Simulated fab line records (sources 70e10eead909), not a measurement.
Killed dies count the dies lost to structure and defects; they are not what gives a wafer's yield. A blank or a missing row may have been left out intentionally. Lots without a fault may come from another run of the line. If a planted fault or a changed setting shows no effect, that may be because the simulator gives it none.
fab line records    flow nand_harc
[record] lots = 24  wafers = 72  last_day = 33
route steps=1302 shown P_STI@90 P_GATE@124
lots that met no fault: from a run of the same line without faults
start_h: hours from the record's opening day to when the first of the lot's shown wafers began    wait_h: hours from the lot's prior step to this one    " as in the row above    L1.1+2: several wafers, shown together as one row    - no value present, or no start provided    * or withheld: withheld    < > ~ a bound
route shown NAME@n: names a module that has steps shown in the file, with the first one's number in the route    usual: the fault-free wafers' mean and standard deviation    same: alike in all rows    chamber/n: place in a boat    sites: the reading at each site    _std_site: the values' standard deviation    _edge_site: outer sites' mean less inner sites'    radius_mm: how far each site lies from the wafer's centre    mask NAME#n: copy n    behind: the most recent tool/chamber to have shaped the wafer    hold: why the lot went on hold/how many hours it stayed there/how the hold came to an end    device: the transistor (n, p or np) that didn't switch    end of line: the route-end tests of the same wafers    a step without rows: its recipe alone    killed: dies lost to structure and defects at the first sort, not the wafer's yield    map: per-die view of a wafer (x killed, . not killed, _ where there is no die)
set.NAME: setting as actually run; set.NAME@STEP: the setting as run at that earlier step    model.NAME: the simulator's own value behind a step, which no gauge read
a sample of lots followed through the steps of the route, with each step as a table and each wafer as a row
services: the hour from which a tool's chamber was out of use, counted from the record's first day as start_h (under 0 if before that day), plus the number of hours and why
[[steps]]
[step NHARC_P_STI_ETCH_15]
[recipe] target_depth_a = 3000  taper_deg = 4  time_s = 100.1  hbr_flow_sccm = 150  cl2_flow_sccm = 50  rf_w = 400  icp_w = 400  bias_w = 100  chemistry = HBr/Cl2
[usual] drypump_motor_current_A = 5.7/0.52  oes_product_au = 1.000/0.0081  throttle_valve_pct = 26.406/0.0091
lot.wafer  tool       chamber  start_h  wait_h  drypump_motor_current_A  oes_product_au  rf_hours_counter_h  throttle_valve_pct
L074.2     rie_si-05  3        46.69    -       5.5                      1.001           0.4                 26.410
L074.3     "          0        "        "       5.8                      1.000           0.4                 26.402
L074.6     "          2        "        "       6.4                      0.990           -                   26.405
L075.1     rie_si-03  1        55.21    -       5.4                      0.992           0.0                 26.408
L075.3     "          2        "        "       5.6                      1.005           0.0                 26.393
L075.6     "          1        "        "       5.4                      0.992           -                   26.420
L076.3     rie_si-01  3        63.29    -       6.3                      1.001           0.3                 26.406
L076.5     "          0        "        "       4.7                      0.999           -                   26.410
L076.6     "          1        "        "       5.9                      1.007           -                   26.417
L077.3     rie_si-03  1        77.21    -       5.4                      0.982           0.2                 26.416
L077.1     "          2        "        "       5.5                      1.003           0.2                 26.410
L077.5     "          1        "        "       5.4                      0.999           -                   26.419
L078.1     rie_si-03  0        84.82    -       5.3                      0.995           0.2                 26.410
L078.2     "          2        "        "       5.5                      0.997           0.2                 26.399
L078.5     "          1        "        "       5.4                      0.992           -                   26.414
L079.1     rie_si-03  3        94.40    -       6.3                      1.013           0.2                 26.421
L079.3     "          0        "        "       5.4                      0.996           0.3                 26.412
L079.4     "          1        "        "       5.4                      1.004           0.4                 26.416
L080.1     rie_si-01  0        103.20   -       4.7                      1.002           0.6                 26.405
L080.3     "          1        "        "       6.0                      0.993           0.5                 26.396
L080.5     "          2        "        "       4.9                      1.002           -                   26.393
L081.2     rie_si-05  0        114.21   -       5.8                      0.996           0.8                 26.425
L081.1     "          2        "        "       6.4                      0.993           1.0                 26.409
L081.6     "          0        "        "       5.8                      1.007           -                   26.416
L082.1     rie_si-05  0        124.07   -       5.9                      0.999           0.9                 26.402
L082.4     "          1        "        "       5.1                      1.008           0.9                 26.406
L082.5     "          0        "        "       5.8                      0.999           -                   26.395
L083.4     rie_si-03  1        134.30   -       5.4                      0.998           0.6                 26.397
L083.5     "          2        "        "       5.6                      1.003           -                   26.396
L083.6     "          3        "        "       6.3                      1.004           -                   26.402
L084.2     rie_si-05  0        142.81   -       5.9                      0.996           0.0                 26.406
L084.4     "          2        "        "       6.5                      1.005           0.0                 26.419
L084.5     "          3        "        "       5.5                      0.999           -                   26.421
L085.1     rie_si-03  1        153.92   -       5.4                      0.996           0.7                 26.396
L085.2     "          3        "        "       6.3                      1.011           0.6                 26.415
L085.6     "          2        "        "       5.5                      1.003           -                   26.398
L086.3     rie_si-05  0        166.82   -       5.9                      0.978           0.2                 26.412
L086.2     "          1        "        "       5.1                      0.993           0.2                 26.401
L086.4     "          2        "        "       6.5                      1.001           0.2                 26.414
L087.1     rie_si-01  3        175.06   -       6.3                      0.993           1.1                 26.413
L087.6     "          3        "        "       6.3                      1.001           -                   26.413
L087.5     "          0        "        "       4.7                      1.003           -                   26.397
L088.3     rie_si-03  2        183.34   -       5.5                      1.006           0.9                 26.401
L088.1     "          1        "        "       5.4                      1.005           1.0                 26.400
L088.5     "          2        "        "       5.6                      0.991           -                   26.406
L089.3     rie_si-05  1        197.89   -       5.1                      1.003           0.4                 26.400
L089.5     "          3        "        "       5.5                      1.005           -                   26.399
L089.6     "          0        "        "       5.8                      0.982           -                   26.400
L090.1     rie_si-05  0        203.96   -       5.9                      0.988           0.5                 26.417
L090.2     "          2        "        "       6.5                      1.006           0.3                 26.398
L090.6     "          3        "        "       5.5                      1.009           -                   26.416
L091.2     rie_si-03  3        212.40   -       6.3                      1.005           1.0                 26.422
L091.4     "          0        "        "       5.4                      0.992           1.0                 26.398
L091.5     "          3        "        "       6.3                      0.998           -                   26.416
L092.2     rie_si-05  2        231.20   -       6.5                      0.992           0.5                 26.394
L092.5     "          0        "        "       5.9                      0.984           -                   26.407
L092.6     "          1        "        "       5.0                      0.994           -                   26.411
L093.1     rie_si-01  2        239.61   -       4.9                      1.003           0.2                 26.423
L093.6     "          2        "        "       4.9                      1.015           -                   26.402
L093.5     "          3        "        "       6.3                      1.009           -                   26.419
L094.1     rie_si-05  0        248.72   -       5.9                      0.979           0.9                 26.395
L094.3     "          1        "        "       5.0                      1.001           0.8                 26.413
L094.6     "          3        "        "       5.5                      1.012           -                   26.398
L095.3     rie_si-05  2        254.02   -       6.5                      1.013           0.7                 26.389
L095.2     "          3        "        "       5.5                      1.008           0.8                 26.405
L095.1     "          0        "        "       5.9                      0.996           0.9                 26.412
L096.2     rie_si-05  3        262.55   -       5.5                      1.016           0.9                 26.392
L096.1     "          0        "        "       5.9                      0.999           1.0                 26.398
L096.6     "          2        "        "       6.4                      1.009           -                   26.387
L097.2     rie_si-01  2        274.23   -       5.0                      1.010           0.4                 26.403
L097.1     "          3        "        "       6.3                      1.006           0.4                 26.412
L097.3     "          1        "        "       6.0                      0.990           0.4                 26.406
[step NHARC_P_GATE_DESCUM_13]
[recipe] time_s = 3  o2_flow_sccm = 200  ar_flow_sccm = 0  bias_power_w = 0  chemistry = O2
[usual] drypump_motor_current_A = 5.8/0.39  oes_product_au = 0.998/0.01  rf_vpp_V = 58.0/0.74  showerhead_plenum_p_Torr = 1.93/0.06  throttle_valve_pct = 11.311/0.0089
lot.wafer  tool         chamber  start_h  wait_h  drypump_motor_current_A  oes_product_au  rf_hours_counter_h  rf_vpp_V  showerhead_plenum_p_Torr  throttle_valve_pct
L074.3     rie_diel-09  1        86.07    -       6.0                      0.996           5.7                 57.0      1.81                      11.302
L074.2     "            2        "        "       6.2                      0.984           4.0                 58.3      1.96                      11.331
L074.6     "            2        "        "       6.2                      0.984           -                   57.7      1.96                      11.306
L075.3     rie_diel-13  2        94.00    -       6.5                      1.000           7.8                 58.0      1.96                      11.293
L075.1     "            0        "        "       5.0                      0.991           6.8                 58.1      1.93                      11.312
L075.6     "            1        "        "       5.1                      0.996           -                   58.8      1.89                      11.317
L076.3     rie_diel-09  3        99.81    -       5.5                      0.999           6.3                 57.7      1.94                      11.319
L076.6     "            0        "        "       5.9                      1.001           -                   59.7      2.03                      11.311
L076.5     "            1        "        "       6.0                      1.001           -                   57.6      1.81                      11.314
L077.3     rie_diel-09  3        116.94   -       5.5                      1.010           8.1                 56.0      1.94                      11.326
L077.1     "            1        "        "       6.0                      1.015           6.8                 57.3      1.81                      11.308
L077.5     "            3        "        "       5.6                      1.010           -                   57.8      1.94                      11.322
L078.1     rie_diel-10  2        123.91   -       5.8                      1.003           3.0                 58.2      1.90                      11.321
L078.2     "            1        "        "       5.6                      0.997           3.2                 57.8      1.91                      11.313
L078.5     "            3        "        "       5.3                      0.994           -                   58.3      1.94                      11.304
L079.3     rie_diel-10  1        132.56   -       5.6                      1.003           4.2                 58.3      1.91                      11.320
L079.1     "            2        "        "       5.8                      1.007           4.0                 57.1      1.90                      11.321
L079.4     "            3        "        "       5.3                      1.010           3.3                 57.1      1.94                      11.300
L080.3     rie_diel-09  3        141.61   -       5.6                      1.005           9.8                 58.3      1.94                      11.316
L080.1     "            0        "        "       5.9                      1.007           9.4                 58.5      2.03                      11.300
L080.5     "            2        "        "       6.2                      0.994           -                   57.8      1.96                      11.318
L081.1     rie_diel-10  1        148.32   -       5.6                      1.001           5.4                 57.7      1.91                      11.315
L081.2     "            0        "        "       6.2                      0.994           4.2                 58.4      1.99                      11.304
L081.6     "            2        "        "       5.8                      1.012           -                   59.6      1.89                      11.302
L082.4     rie_diel-10  3        158.77   -       5.3                      1.013           3.4                 57.1      1.94                      11.307
L082.1     "            1        "        "       5.6                      1.004           5.7                 59.8      1.91                      11.318
L082.5     "            0        "        "       6.2                      0.987           -                   57.3      1.99                      11.327
L083.4     rie_diel-10  3        174.19   -       5.2                      1.008           4.0                 58.5      1.94                      11.320
L083.5     "            3        "        "       5.3                      1.009           -                   57.7      1.94                      11.317
L083.6     "            0        "        "       6.2                      0.985           -                   59.6      1.99                      11.302
L084.2     rie_diel-09  1        180.39   -       6.0                      1.003           1.6                 58.3      1.81                      11.314
L084.4     "            2        "        "       6.2                      0.989           1.3                 58.2      1.96                      11.297
L084.5     "            2        "        "       6.2                      0.991           -                   58.4      1.96                      11.294
L085.2     rie_diel-09  3        187.90   -       5.5                      1.001           1.8                 57.2      1.94                      11.322
L085.1     "            0        "        "       5.9                      0.993           2.2                 58.4      2.02                      11.312
L085.6     "            1        "        "       6.1                      1.005           -                   57.7      1.81                      11.315
L086.4     rie_diel-09  2        204.99   -       6.3                      0.993           3.9                 58.2      1.96                      11.311
L086.3     "            3        "        "       5.5                      1.024           4.0                 58.1      1.94                      11.319
L086.2     "            0        "        "       5.9                      0.991           3.9                 58.8      2.02                      11.303
L087.1     rie_diel-09  2        225.29   -       6.3                      0.991           5.1                 58.9      1.96                      11.333
L087.6     "            0        "        "       5.9                      1.006           -                   58.8      2.02                      11.316
L087.5     "            1        "        "       6.0                      0.996           -                   57.5      1.81                      11.300
L088.3     rie_diel-13  1        225.30   -       5.1                      1.006           3.5                 59.3      1.89                      11.302
L088.1     "            2        "        "       6.5                      0.996           3.0                 58.6      1.95                      11.318
L088.5     "            1        "        "       5.1                      1.009           -                   57.9      1.89                      11.301
L089.3     rie_diel-10  1        242.45   -       5.6                      0.992           10.8                58.0      1.91                      11.314
L089.5     "            2        "        "       5.8                      1.008           -                   58.2      1.89                      11.308
L089.6     "            3        "        "       5.3                      1.016           -                   58.8      1.94                      11.279
L090.1     rie_diel-13  1        249.24   -       5.1                      0.998           3.9                 58.2      1.89                      11.320
L090.2     "            2        "        "       6.4                      1.003           3.4                 56.9      1.96                      11.318
L090.6     "            1        "        "       5.1                      1.008           -                   58.0      1.89                      11.314
L091.2     rie_diel-09  0        255.13   -       5.9                      0.991           7.4                 57.9      2.02                      11.323
L091.4     "            2        "        "       6.3                      0.978           8.0                 58.3      1.96                      11.318
L091.5     "            1        "        "       6.1                      0.988           -                   56.8      1.81                      11.320
L092.2     rie_diel-09  1        271.74   -       6.1                      0.989           7.4                 57.5      1.81                      11.314
L092.6     "            3        "        "       5.5                      0.979           -                   57.9      1.93                      11.326
L092.5     "            0        "        "       5.9                      0.983           -                   58.0      2.02                      11.313
L093.1     rie_diel-10  0        278.73   -       6.2                      0.985           1.7                 57.6      1.99                      11.288
L093.5     "            0        "        "       6.2                      0.981           -                   58.2      1.99                      11.306
L093.6     "            2        "        "       5.8                      1.011           -                   57.5      1.89                      11.304
L094.1     rie_diel-09  0        286.97   -       5.9                      0.993           8.2                 57.7      2.02                      11.322
L094.3     "            2        "        "       6.3                      0.985           9.1                 58.4      1.96                      11.314
L094.6     "            0        "        "       5.9                      0.995           -                   57.8      2.02                      11.307
L095.1     rie_diel-13  2        296.11   -       6.5                      1.008           6.5                 58.2      1.95                      11.313
L095.2     "            3        "        "       5.6                      1.001           3.1                 58.1      1.93                      11.312
L095.3     "            0        "        "       5.0                      1.001           6.2                 59.2      1.92                      11.314
L096.2     rie_diel-10  0        296.13   -       6.2                      0.987           2.8                 58.7      1.99                      11.307
L096.1     "            2        "        "       5.8                      1.018           2.6                 58.6      1.89                      11.311
L096.6     "            1        "        "       5.6                      0.987           -                   58.3      1.91                      11.306
L097.2     rie_diel-10  0        309.71   -       6.2                      0.974           4.3                 57.3      1.99                      11.319
L097.3     "            1        "        "       5.6                      0.991           3.4                 56.4      1.91                      11.326
L097.1     "            2        "        "       5.8                      1.006           3.4                 57.2      1.89                      11.316
[step NHARC_P_GATE_DEP_103]
[recipe] target_thk_a = 300  target_thk_nm = 30  temp_c = 400  flow_sccm = 200  rf_w = 350  material = SiON
[usual] heater_power_w = 747/67
lot.wafer  tool      chamber  start_h  wait_h  heater_power_w
L074.2     pecvd-01  2        101.21   0.4     750
L074.3     "         1        "        "       623
L074.6     "         2        "        "       729
L075.3     pecvd-02  0        107.66   0.3     748
L075.1     "         1        "        "       675
L075.6     "         0        "        "       795
L076.3     pecvd-02  1        115.90   0.3     730
L076.5     "         1        "        "       733
L076.6     "         2        "        "       656
L077.3     pecvd-02  0        130.49   0.3     872
L077.1     "         1        "        "       799
L077.5     "         0        "        "       873
L078.2     pecvd-02  2        138.03   0.8     746
L078.1     "         0        "        "       814
L078.5     "         2        "        "       604
L079.3     pecvd-04  2        149.81   0.3     724
L079.1     "         0        "        "       782
L079.4     "         1        "        "       706
L080.1     pecvd-02  1        156.79   0.5     693
L080.3     "         0        "        "       829
L080.5     "         2        "        "       662
L081.2     pecvd-01  1        162.11   0.4     698
L081.1     "         0        "        "       704
L081.6     "         0        "        "       709
L082.1     pecvd-04  2        173.20   0.6     703
L082.5     "         1        "        "       847
L082.4     "         2        "        "       697
L083.6     pecvd-02  2        188.72   0.1     658
L083.4     "         0        "        "       796
L083.5     "         1        "        "       705
L084.2     pecvd-04  0        194.37   0.5     681
L084.5     "         1        "        "       844
L084.4     "         2        "        "       794
L085.1     pecvd-04  2        204.38   0.5     736
L085.2     "         0        "        "       798
L085.6     "         2        "        "       726
L086.3     pecvd-04  1        219.39   0.4     792
L086.2     "         2        "        "       680
L086.4     "         1        "        "       802
L087.1     pecvd-04  2        238.90   0.6     770
L087.5     "         2        "        "       776
L087.6     "         1        "        "       872
L088.1     pecvd-01  1        239.57   0.6     692
L088.3     "         2        "        "       798
L088.5     "         2        "        "       821
L089.3     pecvd-04  1        258.78   0.3     690
L089.6     "         1        "        "       726
L089.5     "         2        "        "       690
L090.1     pecvd-02  1        264.68   0.6     797
L090.2     "         2        "        "       732
L090.6     "         0        "        "       782
L091.2     pecvd-02  0        269.05   0.5     836
L091.5     "         2        "        "       697
L091.4     "         0        "        "       830
L092.2     pecvd-04  0        284.72   0.5     868
L092.5     "         1        "        "       673
L092.6     "         2        "        "       660
L093.1     pecvd-04  2        292.21   0.6     761
L093.6     "         0        "        "       718
L093.5     "         2        "        "       773
L094.3     pecvd-01  0        301.49   0.4     778
L094.1     "         1        "        "       615
L094.6     "         2        "        "       744
L095.2     pecvd-02  2        310.28   0.4     671
L095.1     "         0        "        "       776
L095.3     "         1        "        "       717
L096.1     pecvd-04  1        310.58   0.6     745
L096.2     "         2        "        "       678
L096.6     "         2        "        "       688
L097.2     pecvd-01  2        324.53   0.4     725
L097.3     "         0        "        "       720
L097.1     "         1        "        "       636
[step NHARC_P_GATE_CD_MEAS_26]
[recipe] target_cd_nm = 120  landing_energy_ev = 500
[usual] cd_nm = 119.9/0.62
lot.wafer  tool       chamber  start_h  wait_h  cd_nm
L074.2     cd_sem-02  0        101.90   -       120.3
L074.3     "          0        "        "       120.5
L074.6     "          0        "        "       120.2
L075.1     cd_sem-01  0        108.34   -       119.8
L075.3     "          0        "        "       119.0
L075.6     "          0        "        "       119.4
L076.3     cd_sem-02  0        116.59   -       120.0
L076.5     "          0        "        "       119.5
L076.6     "          0        "        "       119.1
L077.1     cd_sem-03  0        131.17   -       120.2
L077.3     "          0        "        "       120.2
L077.5     "          0        "        "       119.8
L078.1     cd_sem-01  0        138.70   -       119.4
L078.2     "          0        "        "       119.2
L078.5     "          0        "        "       119.5
L079.1     cd_sem-02  0        150.49   -       119.9
L079.3     "          0        "        "       118.9
L079.4     "          0        "        "       119.3
L080.1     cd_sem-02  0        157.35   -       120.7
L080.3     "          0        "        "       120.5
L080.5     "          0        "        "       120.5
L081.1     cd_sem-01  0        162.79   -       119.1
L081.2     "          0        "        "       120.1
L081.6     "          0        "        "       119.1
L082.1     cd_sem-01  0        173.73   -       120.2
L082.4     "          0        "        "       119.4
L082.5     "          0        "        "       120.5
L083.4     cd_sem-03  0        189.32   -       120.5
L083.5     "          0        "        "       120.9
L083.6     "          0        "        "       120.4
L084.2     cd_sem-02  0        194.99   -       120.8
L084.4     "          0        "        "       120.6
L084.5     "          0        "        "       120.3
L085.1     cd_sem-03  0        205.06   -       120.3
L085.2     "          0        "        "       120.3
L085.6     "          0        "        "       119.8
L086.2     cd_sem-01  0        220.09   -       120.5
L086.3     "          0        "        "       121.2
L086.4     "          0        "        "       121.3
L087.1     cd_sem-02  0        239.45   -       120.7
L087.5     "          0        "        "       121.1
L087.6     "          0        "        "       121.2
L088.1     cd_sem-02  0        240.22   -       120.6
L088.3     "          0        "        "       120.5
L088.5     "          0        "        "       120.9
L089.3     cd_sem-03  0        259.47   -       119.1
L089.5     "          0        "        "       119.3
L089.6     "          0        "        "       120.0
L090.1     cd_sem-03  0        265.20   -       118.5
L090.2     "          0        "        "       119.5
L090.6     "          0        "        "       119.1
L091.2     cd_sem-03  0        269.68   -       119.1
L091.4     "          0        "        "       119.3
L091.5     "          0        "        "       118.6
L092.2     cd_sem-03  0        285.34   -       118.9
L092.5     "          0        "        "       118.5
L092.6     "          0        "        "       120.1
L093.1     cd_sem-01  0        292.83   -       119.0
L093.5     "          0        "        "       119.8
L093.6     "          0        "        "       120.4
L094.1     cd_sem-03  0        302.14   -       120.2
L094.3     "          0        "        "       119.7
L094.6     "          0        "        "       119.6
L095.1     cd_sem-01  0        310.96   -       119.7
L095.2     "          0        "        "       120.0
L095.3     "          0        "        "       120.6
L096.1     cd_sem-03  0        311.24   -       119.8
L096.2     "          0        "        "       120.5
L096.6     "          0        "        "       120.3
L097.1     cd_sem-03  0        325.20   -       120.5
L097.2     "          0        "        "       119.4
L097.3     "          0        "        "       119.2
[step NHARC_P_GATE_ALD_36]
[recipe] target_thk_a = 200  pulse_time_s = 60  ald_cycles = 223  temp_c = 400  material = SiNx
[usual] heater_power_w = 844/70  precursor_pulse_height_rel = 0.999/0.022
lot.wafer  tool        chamber  start_h  wait_h  heater_power_w  precursor_pulse_height_rel
L074.2     ald_sin-01  3        103.37   -       842             1.008
L074.3     "           0        104.40   -       899             0.983
L074.6     "           0        108.54   -       881             1.022
L075.3     ald_sin-04  2        110.88   -       789             1.010
L075.1     "           3        111.95   -       755             0.981
L075.6     "           2        115.17   -       804             0.988
L076.3     ald_sin-02  2        120.82   -       858             0.988
L076.5     "           0        122.22   -       809             0.997
L076.6     "           1        123.62   -       737             0.992
L077.1     ald_sin-01  1        132.62   -       866             0.993
L077.3     "           0        135.81   -       894             1.007
L077.5     "           2        137.94   -       918             0.982
L078.1     ald_sin-04  3        142.26   -       768             1.004
L078.2     "           0        143.31   -       977             1.024
L078.5     "           1        144.37   -       888             1.007
L079.1     ald_sin-02  1        153.34   -       736             0.999
L079.3     "           2        154.71   -       819             1.010
L079.4     "           0        156.09   -       821             1.021
L080.3     ald_sin-01  3        158.78   -       804             0.976
L080.1     "           2        161.96   -       901             0.994
L080.5     "           3        163.02   -       799             0.998
L081.2     ald_sin-04  3        164.23   -       778             1.028
L081.1     "           2        167.41   -       788             1.001
L081.6     "           3        168.47   -       764             0.986
L082.4     ald_sin-02  0        175.93   -       831             1.006
L082.1     "           3        179.09   -       766             1.000
L082.5     "           0        180.15   -       826             0.981
L083.4     ald_sin-01  0        190.75   -       903             0.978
L083.6     "           0        194.96   -       870             1.022
L083.5     "           1        196.01   -       830             1.004
L084.2     ald_sin-04  3        196.48   -       786             0.947
L084.4     "           2        199.63   -       801             1.031
L084.5     "           0        201.73   -       959             0.978
L085.2     ald_sin-02  0        207.56   -       806             1.008
L085.1     "           1        208.62   -       711             0.960
L085.6     "           3        210.74   -       759             1.001
L086.3     ald_sin-01  0        221.53   -       874             1.036
L086.4     "           1        222.58   -       849             0.996
L086.2     "           2        223.64   -       898             0.966
L088.3     ald_sin-02  3        242.72   -       780             1.012
L088.1     "           1        244.85   -       733             1.013
L088.5     "           2        245.92   -       851             0.971
L087.1     ald_sin-04  1        243.02   -       890             1.032
L087.5     "           3        245.16   -       747             0.970
L087.6     "           0        246.23   -       997             1.007
L089.3     ald_sin-01  1        264.15   -       873             1.011
L089.5     "           2        265.22   -       911             0.962
L089.6     "           3        266.29   -       835             0.990
L090.2     ald_sin-02  3        266.63   -       803             1.019
L090.1     "           2        269.75   -       820             1.019
L090.6     "           0        271.83   -       834             0.987
L091.2     ald_sin-01  3        271.14   -       858             1.007
L091.4     "           1        273.28   -       885             0.978
L091.5     "           3        275.43   -       846             1.011
L092.2     ald_sin-04  3        288.19   -       813             0.973
L092.5     "           2        291.02   -       804             1.049
L092.6     "           3        292.43   -       809             0.983
L093.1     ald_sin-02  2        294.27   -       834             0.986
L093.5     "           2        298.55   -       853             1.016
L093.6     "           3        299.63   -       767             0.985
L094.1     ald_sin-01  1        303.61   -       891             1.031
L094.3     "           3        305.67   -       849             0.997
L094.6     "           1        307.73   -       897             0.996
L095.3     ald_sin-04  3        313.54   -       777             0.956
L095.1     "           0        314.60   -       1072            0.958
L095.2     "           1        315.66   -       964             1.041
L096.1     ald_sin-02  2        313.78   -       815             1.010
L096.2     "           3        314.85   -       779             0.983
L096.6     "           2        318.06   -       799             1.019
L097.3     ald_sin-01  0        326.68   -       871             1.010
L097.1     "           1        327.73   -       910             0.974
L097.2     "           2        328.78   -       916             1.011
[step NHARC_P_GATE_CD_MEAS_59]
[recipe] target_cd_nm = 720  landing_energy_ev = 500
[usual] cd_nm = 719.4/1.8
lot.wafer  tool       chamber  start_h  wait_h  cd_nm
L074.2     cd_sem-02  0        115.39   -       718.0
L074.3     "          0        "        "       719.5
L074.6     "          0        "        "       719.3
L075.1     cd_sem-03  0        122.18   -       718.5
L075.3     "          0        "        "       716.5
L075.6     "          0        "        "       718.1
L076.3     cd_sem-02  0        132.36   -       718.6
L076.5     "          0        "        "       720.1
L076.6     "          0        "        "       719.5
L077.1     cd_sem-01  0        145.49   -       718.5
L077.3     "          0        "        "       717.3
L077.5     "          0        "        "       719.2
L078.1     cd_sem-01  0        152.49   -       716.7
L078.2     "          0        "        "       720.1
L078.5     "          0        "        "       718.4
L079.1     cd_sem-01  0        165.91   -       718.4
L079.3     "          0        "        "       721.4
L079.4     "          0        "        "       720.0
L080.1     cd_sem-02  0        170.99   -       719.8
L080.3     "          0        "        "       722.4
L080.5     "          0        "        "       722.7
L081.1     cd_sem-02  0        176.56   -       719.6
L081.2     "          0        "        "       718.9
L081.6     "          0        "        "       719.2
L082.1     cd_sem-02  0        188.19   -       718.7
L082.4     "          0        "        "       720.0
L082.5     "          0        "        "       723.0
L083.4     cd_sem-02  0        202.90   -       719.3
L083.5     "          0        "        "       720.0
L083.6     "          0        "        "       720.2
L084.2     cd_sem-02  0        208.74   -       718.5
L084.4     "          0        "        "       718.3
L084.5     "          0        "        "       717.7
L085.1     cd_sem-03  0        218.55   -       721.4
L085.2     "          0        "        "       723.0
L085.6     "          0        "        "       717.6
L086.2     cd_sem-01  0        233.83   -       720.2
L086.3     "          0        "        "       723.4
L086.4     "          0        "        "       722.3
L087.1     cd_sem-02  0        253.44   -       720.9
L087.5     "          0        "        "       720.0
L087.6     "          0        "        "       721.1
L088.1     cd_sem-03  0        254.01   -       721.7
L088.3     "          0        "        "       721.3
L088.5     "          0        "        "       721.9
L089.3     cd_sem-02  0        273.35   -       717.1
L089.5     "          0        "        "       719.1
L089.6     "          0        "        "       719.1
L090.1     cd_sem-02  0        279.05   -       719.5
L090.2     "          0        "        "       718.5
L090.6     "          0        "        "       719.9
L091.2     cd_sem-01  0        283.51   -       718.5
L091.4     "          0        "        "       722.1
L091.5     "          0        "        "       719.7
L092.2     cd_sem-01  0        301.22   -       717.9
L092.5     "          0        "        "       718.2
L092.6     "          0        "        "       719.2
L093.1     cd_sem-03  0        306.54   -       719.2
L093.5     "          0        "        "       720.5
L093.6     "          0        "        "       717.8
L094.1     cd_sem-01  0        315.74   -       718.4
L094.3     "          0        "        "       721.3
L094.6     "          0        "        "       719.5
L095.1     cd_sem-03  0        324.77   -       716.6
L095.2     "          0        "        "       717.0
L095.3     "          0        "        "       716.5
L096.1     cd_sem-01  0        325.08   -       720.8
L096.2     "          0        "        "       721.0
L096.6     "          0        "        "       718.3
L097.1     cd_sem-03  0        338.82   -       720.0
L097.2     "          0        "        "       720.8
L097.3     "          0        "        "       719.0
[[services]]
tool         chamber  start_h  hours  kind
ald_sin-01   -        45.64    10.0   pm
pecvd-02     -        46.09    13.0   pm
rie_diel-10  -        65.50    9.0    pm
pecvd-04     -        88.22    13.0   pm
rie_diel-10  2        106.00   4.0    repair
rie_si-05    -        128.00   9.0    pm
rie_diel-09  3        132.68   1.2    repair
rie_diel-10  3        137.84   14.4   repair
rie_diel-09  -        143.44   9.0    pm
pecvd-04     1        157.67   2.4    repair
rie_diel-10  -        183.04   1.2    repair
rie_diel-10  0        203.53   2.6    repair
pecvd-02     2        213.21   6.0    repair
pecvd-02     -        227.09   13.0   pm
rie_diel-09  1        227.65   4.3    repair
rie_diel-10  -        242.50   9.0    pm
ald_sin-01   0        249.69   5.7    repair
rie_diel-10  3        268.21   15.9   repair
pecvd-04     -        269.22   13.0   pm
pecvd-04     -        297.73   1.5    repair
rie_si-05    -        305.00   9.0    pm
rie_diel-09  -        307.35   0.5    repair
rie_diel-09  -        320.44   9.0    pm
pecvd-04     -        328.28   5.0    repair
[[key]]
fault none
